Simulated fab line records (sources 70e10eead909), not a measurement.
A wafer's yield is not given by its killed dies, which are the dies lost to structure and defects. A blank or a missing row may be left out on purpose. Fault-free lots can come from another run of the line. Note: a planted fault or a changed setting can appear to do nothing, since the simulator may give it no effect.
A lot that was struck, set against a sound lot	flow nand harc	14 steps out of a route of 1159
Sound: these wafers, L193.1, L193.2, L193.4. Wafers L187.4, L187.5, L187.6 were the ones struck. At the end, the cause is stated.
Per side, at each step with rows, come the tool, then ch with its chambers, and then its first start. Under that, the readings that differ: sound wafers	struck wafers	difference of the means	sigmas: that difference in standard deviations of wafers without a fault.
alike: a reading whose means differ by less than 2 such deviations, as well as words and numbers matching on both sides. not compared: withheld readings; readings where some wafer has no value; bounds like >300 that might hide an equal value; numbers whose values overlap and for which the record gives no deviation.
The two part at a step that has a row with sigmas, a row that says differs or no value, or rows on one side only. Numbers that don't overlap but have no deviation are shown without sigmas and don't part them. Lack of a reading on every wafer of one side parts them only where that side has two or more wafers.

NHARC_A_CONTACT_STRIP_55: strips in O2.
  sound: rie diel-04 ch 0,1,2; struck: rie diel-01 ch 0,2,3
  alike: drypump motor current A, oes product au, rf vpp V, showerhead plenum p Torr, throttle valve pct
  not compared: rf hours counter h
then, 1 step without rows for these wafers: NHARC_A_CONTACT_STRIP_56 (strips in post etch residue remover, time 600 s).
NHARC_A_CONTACT_DEP_57: deposits aC, target thk 2800 nm.
  sound on acl dep-03 ch 0, day 19 21:44; struck on acl dep-01 ch 0, day 17 21:22
  alike: throttle valve pct
NHARC_A_CONTACT_DEP_58: deposits SiON, target thk 60 nm.
  sound on pecvd-01 ch 0,1, day 19 23:29; struck on pecvd-02 ch 0,1,2, day 17 22:20
  alike: heater power w
then, 8 steps without rows for these wafers: NHARC_A_CONTACT_DEHYDRATE_59 (time 120 s); NHARC_A_CONTACT_HMDS_60 (time 30 s); NHARC_A_CONTACT_COAT_61 (time 75 s); NHARC_A_CONTACT_COAT_62 (time 65 s); NHARC_A_CONTACT_COAT_63 (resist thk 90 nm); NHARC_A_CONTACT_SOFTBAKE_64 (time 55 s); NHARC_A_CONTACT_EBR_65; NHARC_A_CONTACT_EXPOSE_66 (exposes mask A CC 2).
NHARC_A_CONTACT_PEB_67: peb time 65 s.
  struck on litho track-04, day 17 22:46; sound on litho track-06 ch 0, day 20 00:06
  no value came back on the struck wafers for chill plate temp C (C), exhaust pa (Pa); on the sound wafers chill plate temp C (C) reads 22.93 23.15 23.02
then, 1 step without rows for these wafers: NHARC_A_CONTACT_DEVELOP_68 (develop time 35 s).

## WHERE THEY PART
Within this record, at NHARC_A_CONTACT_PEB_67 only.

WHY: what the simulator had put in
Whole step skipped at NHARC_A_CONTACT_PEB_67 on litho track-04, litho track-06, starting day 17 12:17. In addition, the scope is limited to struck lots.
